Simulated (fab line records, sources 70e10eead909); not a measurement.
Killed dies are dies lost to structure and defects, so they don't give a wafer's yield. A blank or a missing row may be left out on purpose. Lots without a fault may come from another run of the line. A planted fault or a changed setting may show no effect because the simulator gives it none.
fab line records | flow nand_harc
record lots=14 wafers=42 last_day=32
route steps=1302 shown P_BONDPAD@378 A_BONDPAD@1204 END@1302
lots that met no fault: from a run of the same line without faults
start_h: hours from the record's first day to the start of the lot's first wafer shown | wait_h: hours since the lot's step before | " the same as in the row above | L1.1+2: a row that stands for several wafers | - no value, or no start given | * or withheld: withheld | < > ~ a bound
route shown NAME@n: a module of which the file shows steps, and the number in the route of the first | usual: mean/standard deviation of fault-free wafers | same: alike in all rows | chamber/n: place in a boat | sites: the reading at each site | _std_site: their standard deviation | _edge_site: outer sites' mean less inner sites' | radius_mm: how far each site lies from the wafer's centre | mask NAME#n: copy n | behind: the tool/chamber that last shaped the wafer | hold: why the lot was held/for how many hours/how that ended | device: the transistor (n, p or np) that didn't switch | end of line: the same wafers' tests at the end of the route | a step without rows: its recipe alone | killed: dies lost to structure and defects at the first sort, not the wafer's yield | map: a wafer's dies, x killed, . not, _ none there
set.NAME: the setting as run; set.NAME@STEP: as run at that earlier step | model.NAME: the simulator's own value behind a step, which no gauge read
steps of the route over a sample of lots; a table a step, a row a wafer
services: from which hour (start_h, from the record's first day; less than 0 if before it) a tool's chamber was out of use, for how many hours, and why
## steps
# step NHARC_P_BONDPAD_ECD_18
# recipe target_thk_a=4000 bath_temp_c=25 material=Cu
# columns lot.wafer tool chamber start_h wait_h
L433.1+5+6 ecd_cu-01 1,0,1 145.20 -
L434.4+5+6 ecd_cu-01 1,1,0 147.08 -
L435.1+3+4 ecd_cu-02 1,0,1 160.64 -
L436.3+5+6 ecd_cu-02 0,0,1 165.98 -
L437.1+4+5 ecd_cu-01 0,1,1 176.91 -
L438.3+4+6 ecd_cu-02 0,1,0 190.24 -
L439.1+6+5 ecd_cu-02 1,0,1 191.09 -
L440.2+1+5 ecd_cu-02 1,0,1 203.33 -
L441.1+3+6 ecd_cu-01 0,1,0 216.49 -
L443.2+1+3 ecd_cu-02 1,0,1 235.23 -
L445.2+5+6 ecd_cu-02 0,1,0 253.59 -
L453.2+1+4 ecd_cu-02 0,1,0 340.54 -
L454.1+4+3 ecd_cu-02 1,1,0 341.49 -
L455.1+3+5 ecd_cu-01 1,0,0 361.83 -
# step NHARC_A_BONDPAD_THK_MEAS_30
# recipe thk_meas_gauge=ellipsometry
# usual thk_nm=200.0/1.5
# columns lot.wafer tool chamber start_h wait_h thk_nm
L435.1 film_metro-02 - 546.60 0.1 198.4
L435.3 " - " " 198.3
L435.4 " - " " 200.4
L434.4 film_metro-01 - 547.34 0.2 199.1
L434.5 " - " " 203.5
L434.6 " - " " 200.5
L436.3 film_metro-02 - 552.68 0.2 200.4
L436.5 " - " " 198.6
L436.6 " - " " 201.1
L433.1 film_metro-01 - 558.09 0.2 198.7
L433.5 " - " " 195.9
L433.6 " - " " 200.7
L437.1 film_metro-02 - 567.08 0.2 201.2
L437.4 " - " " 201.1
L437.5 " - " " 199.6
L438.3 film_metro-01 - 574.07 0.2 200.9
L438.4 " - " " 201.6
L438.6 " - " " 201.2
L439.1 film_metro-01 - 574.53 0.2 198.5
L439.5 " - " " 199.3
L439.6 " - " " 199.6
L440.1 film_metro-02 - 591.12 0.1 200.0
L440.2 " - " " 200.0
L440.5 " - " " 201.9
L441.1 film_metro-01 - 600.69 0.1 201.8
L441.3 " - " " 202.2
L441.6 " - " " 199.9
L443.2 film_metro-01 - 628.26 0.2 197.9
L443.3 " - " " 198.0
L445.5 film_metro-01 - 628.62 0.1 199.1
L453.1 film_metro-01 - 731.80 0.2 202.2
L453.2 " - " " 200.9
L453.4 " - " " 200.2
L454.1 film_metro-01 - 733.51 0.2 199.0
L454.3 " - " " 200.1
L454.4 " - " " 202.9
L455.1 film_metro-02 - 743.90 0.2 200.9
L455.3 " - " " 198.2
L455.5 " - " " 199.8
# step NHARC_A_BONDPAD_OVL_MEAS_35
# usual overlay_x_nm=1/4.2 overlay_y_nm=1/7
# columns lot.wafer tool chamber start_h wait_h overlay_x_nm overlay_y_nm
L435.1 overlay-02 - 547.14 - 4 7
L435.3 " - " " 4 7
L435.4 " - " " 4 7
L434.4 overlay-01 - 547.99 - -3 -4
L434.5 " - " " -3 -4
L434.6 " - " " -3 -4
L436.3 overlay-01 - 553.33 - 6 8
L436.5 " - " " 6 8
L436.6 " - " " 6 8
L433.1 overlay-01 - 558.62 - 2 4
L433.5 " - " " 2 4
L433.6 " - " " 2 5
L437.1 overlay-01 - 567.73 - 1 11
L437.4 " - " " 2 11
L437.5 " - " " 2 11
L438.3 overlay-01 - 574.73 - 1 13
L438.4 " - " " 0 13
L438.6 " - " " 0 13
L439.1 overlay-02 - 575.18 - 8 -4
L439.5 " - " " 9 -4
L439.6 " - " " 9 -4
L440.1 overlay-02 - 591.77 - -1 -11
L440.2 " - " " -2 -12
L440.5 " - " " 0 -12
L441.1 overlay-01 - 601.34 - 8 -9
L441.3 " - " " 7 -9
L441.6 " - " " 7 -9
L443.2 overlay-01 - 628.79 - -6 -2
L443.3 " - " " -6 -2
L445.5 overlay-02 - 629.28 - 4 4
L453.1 overlay-01 - 732.33 - -3 13
L453.2 " - " " -3 13
L453.4 " - " " -3 13
L454.1 overlay-01 - 734.16 - 1 5
L454.3 " - " " 1 5
L454.4 " - " " 1 5
L455.1 overlay-02 - 744.43 - -5 1
L455.3 " - " " -4 1
L455.5 " - " " -5 1
# step NHARC_A_BONDPAD_CMP_19
# recipe t_overpolish_s=30 cu_recess_touch_s=16 target_thk_nm=169.82
# usual motor_current_A=12.0/0.91 overpolish_run_s=30.001/0.0084
# columns lot.wafer tool chamber start_h wait_h motor_current_A overpolish_run_s
L435.4 cmp-02 1 549.29 - 13.4 30.008
L435.1 " 2 " " 11.7 29.993
L435.3 " 3 " " 12.8 30.004
L434.4 cmp-04 3 550.25 - 11.8 30.001
L434.6 " 0 " " 11.8 30.005
L434.5 " 1 " " 12.7 30.010
L436.3 cmp-04 1 555.56 - 12.6 30.013
L436.6 " 3 " " 11.8 30.005
L436.5 " 0 " " 12.1 29.986
L433.1 cmp-04 0 560.77 - 11.8 29.988
L433.6 " 0 " " 11.6 30.008
L433.5 " 1 " " 12.8 30.015
L437.1 cmp-04 0 569.90 - 11.8 29.989
L437.4 " 3 " " 12.2 29.984
L437.5 " 1 " " 12.3 29.992
L438.4 cmp-01 0 576.92 - 13.3 29.996
L438.3 " 3 " " 11.0 30.007
L438.6 " 0 " " 13.1 30.008
L439.1 cmp-04 2 577.43 - 11.6 29.995
L439.6 " 1 " " 13.0 30.004
L439.5 " 2 " " 11.8 29.988
L440.2 cmp-04 0 593.91 - 11.7 29.989
L440.1 " 2 " " 12.1 30.008
L440.5 " 0 " " 11.4 29.996
L441.1 cmp-02 0 603.54 - 10.6 30.008
L441.3 " 3 " " 13.6 30.009
L441.6 " 1 " " 13.2 30.004
L443.2 cmp-01 3 630.97 - 11.4 30.003
L443.3 " 1 " " 11.3 30.009
L445.5 cmp-02 3 631.53 - 13.0 29.995
L453.1 cmp-02 1 734.48 - 13.6 30.006
L453.4 " 3 " " 12.9 29.985
L453.2 " 0 " " 10.6 29.999
L454.3 cmp-04 1 736.32 - 12.9 30.011
L454.1 " 3 " " 12.0 30.006
L454.4 " 0 " " 11.9 29.990
L455.1 cmp-04 0 747.07 - 11.5 29.998
L455.3 " 1 " " 13.1 30.013
L455.5 " 0 " " 12.2 29.990
# step NHARC_END_SORT_01
# recipe temp_c=25
# usual defect_limited_yield=90.7/2.9 killed_at_array=58/20 killed_at_other=1.0/1.2 killed_at_periphery=4.1/3 killed_dies=63/20 killed_open=3.2/1.7 killed_short=2.5/1.5
# same gross_dies=677
# columns lot.wafer tool chamber start_h wait_h hold defect_limited_yield[%] killed_at_array killed_at_other killed_at_periphery killed_dies killed_open killed_short
L434.4 prober-01 0 582.05 3.4 - 88.8 74 0 2 76 4 4
L434.5 prober-01 0 582.85 3.7 - 90.0 65 1 2 68 1 2
L434.6 prober-01 0 583.65 4.0 - 90.7 63 0 0 63 1 0
L436.3 prober-01 0 589.14 3.1 - 88.9 64 3 8 75 2 3
L436.5 prober-01 0 590.75 3.7 - 93.1 41 0 6 47 6 4
L436.6 prober-01 0 591.55 4.0 - 91.6 51 1 5 57 2 3
L437.1 prober-01 0 600.06 2.5 - 95.1 28 3 2 33 1 6
L437.4 prober-01 0 602.46 3.4 - 95.3 24 3 5 32 3 4
L437.5 prober-01 0 603.26 3.7 - 95.3 26 3 3 32 3 4
L440.1 prober-02 0 621.56 2.5 - 91.1 59 0 1 60 3 1
L440.2 prober-02 0 622.36 2.8 - 91.6 57 0 0 57 0 2
L440.5 prober-02 0 624.73 3.7 - 89.8 67 0 2 69 4 1
L443.1 prober-01 0 658.84 2.5 await_dispo/1.0h/release 0 63 2 612 677 2 4
L443.2 prober-01 0 659.64 2.8 await_dispo/1.0h/release 89.4 59 3 10 72 5 1
L443.3 prober-01 0 660.44 3.1 await_dispo/1.0h/release 89.2 65 1 7 73 6 1
L445.2 prober-02 0 659.69 2.8 await_dispo/1.9h/release 0 35 0 642 677 5 2
L445.5 prober-02 0 662.12 3.7 await_dispo/1.9h/release 93.5 36 0 8 44 1 4
L445.6 prober-02 0 662.93 4.1 await_dispo/1.9h/release 0 41 1 635 677 7 4
# killed by level:class
L434.4 A_CHANNEL_HOLE_D2:chamber_film_flake=28 A_SLIT:chamber_film_flake=24 A_STAIRCASE:chamber_film_flake=10 A_CONTACT:chamber_film_flake=3 A_CHANNEL_FILL_D2:geometric_particle:short=2 A_CHANNEL_HOLE_D1:chamber_film_flake=2 P_CONTACT:geometric_particle:open=1 P_CONTACT:geometric_particle:short=1
L434.5 A_CHANNEL_HOLE_D2:chamber_film_flake=30 A_SLIT:chamber_film_flake=23 A_STAIRCASE:chamber_film_flake=5 A_CONTACT:chamber_film_flake=4 P_M2:geometric_particle:open=1 A_CHANNEL_HOLE_D2:geometric_particle:short=1 A_M0:geometric_particle:short=1 P_M0:chamber_film_flake=1
L434.6 A_SLIT:chamber_film_flake=26 A_CHANNEL_HOLE_D2:chamber_film_flake=22 A_STAIRCASE:chamber_film_flake=7 A_CONTACT:chamber_film_flake=5 A_CONTACT:geometric_particle:open=1 A_CHANNEL_HOLE_D1:chamber_film_flake=1 A_WL_FILL:chamber_film_flake=1
L436.3 A_CHANNEL_HOLE_D1:chamber_film_flake=29 A_CHANNEL_HOLE_D2:chamber_film_flake=25 P_M1:chamber_film_flake=4 A_CONTACT:chamber_film_flake=4 THIN_TSV:chamber_film_flake=3 P_STI:chamber_film_flake=2 P_M0:geometric_particle:short=1 A_SOURCE_PLATE:geometric_particle:short=1
L436.5 A_CHANNEL_HOLE_D2:chamber_film_flake=14 A_CHANNEL_HOLE_D1:chamber_film_flake=13 A_DECK1_JOINT:chamber_film_flake=3 A_CHANNEL_FILL_D2:geometric_particle:open=2 A_CONTACT:chamber_film_flake=2 P_GATE:geometric_particle:open=1 P_CONTACT:geometric_particle:open=1 P_M0:geometric_particle:open=1
L436.6 A_CHANNEL_HOLE_D2:chamber_film_flake=22 A_CHANNEL_HOLE_D1:chamber_film_flake=16 A_CONTACT:chamber_film_flake=4 P_M1:chamber_film_flake=3 A_WL_FILL:chamber_film_flake=2 P_GATE:geometric_particle:open=1 A_CHANNEL_HOLE_D1:geometric_particle:short=1 A_ONON_D2:geometric_particle:short=1
L437.1 A_CONTACT:chamber_film_flake=9 A_CHANNEL_HOLE_D2:chamber_film_flake=7 A_CHANNEL_HOLE_D1:chamber_film_flake=3 THIN_TSV:chamber_film_flake=3 P_M0:geometric_particle:open=1 A_CHANNEL_HOLE_D1:geometric_particle:short=1 A_CHANNEL_FILL_D1:geometric_particle:short=1 A_ONON_D2:geometric_particle:short=1
L437.4 A_CHANNEL_HOLE_D2:chamber_film_flake=12 A_CONTACT:chamber_film_flake=3 A_CHANNEL_FILL_D1:geometric_particle:open=2 P_GATE:chamber_film_flake=2 A_CHANNEL_HOLE_D1:chamber_film_flake=2 THIN_TSV:chamber_film_flake=2 P_M0:geometric_particle:short=1 A_DECK1_JOINT:geometric_particle:short=1
L437.5 A_CHANNEL_HOLE_D2:chamber_film_flake=10 A_CHANNEL_HOLE_D1:chamber_film_flake=7 A_CONTACT:chamber_film_flake=3 THIN_TSV:chamber_film_flake=2 P_GATE:geometric_particle:open=1 A_CHANNEL_HOLE_D1:geometric_particle:short=1 A_ONON_D2:geometric_particle:short=1 A_CHANNEL_HOLE_D2:geometric_particle:short=1
L440.1 A_CHANNEL_HOLE_D1:chamber_film_flake=26 A_CHANNEL_HOLE_D2:chamber_film_flake=13 A_CHANNEL_FILL_D1:chamber_film_flake=3 A_CONTACT:chamber_film_flake=3 A_M0:chamber_film_flake=3 A_SGD_CUT:geometric_particle:open=2 A_SGD_CUT:chamber_film_flake=2 A_SLIT:chamber_film_flake=2
L440.2 A_CHANNEL_HOLE_D1:chamber_film_flake=22 A_CHANNEL_HOLE_D2:chamber_film_flake=18 A_WL_FILL:chamber_film_flake=5 A_CONTACT:chamber_film_flake=3 A_CHANNEL_FILL_D1:chamber_film_flake=2 A_STAIRCASE:chamber_film_flake=2 A_M0:chamber_film_flake=2 A_DECK1_JOINT:geometric_particle:short=1
L440.5 A_CHANNEL_HOLE_D1:chamber_film_flake=29 A_CHANNEL_HOLE_D2:chamber_film_flake=16 A_STAIRCASE:chamber_film_flake=4 A_CHANNEL_FILL_D1:chamber_film_flake=3 A_WL_FILL:chamber_film_flake=3 A_M0:chamber_film_flake=3 P_GATE:geometric_particle:open=1 A_ONON_D1:geometric_particle:open=1
L443.1 P_BONDPAD:area_ecd=606 A_SLIT:chamber_film_flake=38 A_CHANNEL_HOLE_D1:chamber_film_flake=6 A_CONTACT:chamber_film_flake=6 P_ZERO_WELL:chamber_film_flake=3 A_CHANNEL_HOLE_D2:chamber_film_flake=3 A_STAIRCASE:chamber_film_flake=3 THIN_TSV:chamber_film_flake=2
L443.2 A_SLIT:chamber_film_flake=33 A_CHANNEL_HOLE_D1:chamber_film_flake=7 A_CONTACT:chamber_film_flake=6 P_ZERO_WELL:chamber_film_flake=5 A_CHANNEL_HOLE_D2:chamber_film_flake=5 THIN_TSV:chamber_film_flake=3 P_CONTACT:geometric_particle:open=2 P_GATE:chamber_film_flake=2
L445.2 P_BONDPAD:area_ecd=631 A_CHANNEL_HOLE_D1:chamber_film_flake=26 A_STAIRCASE:chamber_film_flake=5 P_BONDPAD:chamber_film_flake=4 P_M0:geometric_particle:open=2 P_GATE:chamber_film_flake=2 P_GATE:geometric_particle:open=1 P_CONTACT:geometric_particle:short=1
L443.3 A_SLIT:chamber_film_flake=35 A_CHANNEL_HOLE_D2:chamber_film_flake=6 A_CHANNEL_HOLE_D1:chamber_film_flake=6 A_STAIRCASE:chamber_film_flake=6 P_ZERO_WELL:chamber_film_flake=4 A_CONTACT:chamber_film_flake=4 A_CHANNEL_FILL_D2:geometric_particle:open=2 P_GATE:chamber_film_flake=2
L445.5 A_CHANNEL_HOLE_D1:chamber_film_flake=22 P_BONDPAD:chamber_film_flake=6 A_STAIRCASE:chamber_film_flake=6 A_ONON_D1:geometric_particle:short=1 A_DECK1_JOINT:geometric_particle:open=1 A_CHANNEL_HOLE_D2:geometric_particle:short=1 A_CHANNEL_FILL_D2:geometric_particle:short=1 A_SGD_CUT:geometric_particle:short=1
L445.6 P_BONDPAD:area_ecd=625 A_CHANNEL_HOLE_D1:chamber_film_flake=25 P_BONDPAD:chamber_film_flake=3 A_CONTACT:chamber_film_flake=3 A_ONON_D2:geometric_particle:short=2 A_CHANNEL_HOLE_D2:geometric_particle:open=2 P_CONTACT:chamber_film_flake=2 A_STAIRCASE:chamber_film_flake=2
## services
# columns tool chamber start_h hours kind
ecd_cu-01 - 129.99 4.2 repair
cmp-02 - 134.51 4.0 pm
ecd_cu-01 - 160.00 8.0 pm
cmp-04 - 209.02 4.0 pm
ecd_cu-01 - 209.85 3.1 repair
cmp-04 - 229.64 0.9 repair
ecd_cu-02 - 244.00 8.0 pm
ecd_cu-02 - 294.22 3.4 repair
cmp-04 - 307.02 4.0 pm
ecd_cu-01 - 336.00 8.0 pm
cmp-04 - 360.92 1.2 repair
cmp-04 - 377.60 1.0 repair
cmp-04 - 405.02 4.0 pm
ecd_cu-02 - 420.12 8.0 pm
cmp-04 - 503.02 4.0 pm
ecd_cu-01 - 512.11 8.0 pm
ecd_cu-01 - 547.07 1.1 repair
ecd_cu-02 - 596.12 8.0 pm
cmp-04 - 601.02 4.0 pm
cmp-04 - 631.18 0.5 repair
ecd_cu-01 - 688.11 8.0 pm
cmp-04 - 699.02 4.0 pm
cmp-04 - 709.96 0.3 repair
ecd_cu-01 - 714.22 2.0 repair
## key
first_sign step=NHARC_END_SORT_01 reading=killed_at_periphery direction=up sigmas=99+ usual=4.1 struck=629.7
effect step=NHARC_END_SORT_01 reading=defect_limited_yield direction=down sigmas=31 usual=90.7 struck=0
more_kills_born_at NHARC_P_BONDPAD_ECD_18@ecd_cu-02=1862
met_at NHARC_P_BONDPAD_ECD_18
struck_lots L443,L445
struck_wafers L443.1,L445.2,L445.6
later_rows_left_out L443.1,L445.2,L445.6
not_acting_at NHARC_A_BONDPAD_THK_MEAS_30,NHARC_A_BONDPAD_OVL_MEAS_35,NHARC_A_BONDPAD_CMP_19
onset_between 203.33 235.23
fault kind=process_parameter_drift tool=ecd_cu-02 chamber=0 onset_h=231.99 steps=NHARC_P_BONDPAD_ECD_18 channel=target_thk_a offset=* shape=step end_h=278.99 acts_in=* stated=*
# later_rows_left_out: the simulator's readings of these wafers behind a module that went badly wrong aren't trusted and aren't shown, but for the sort
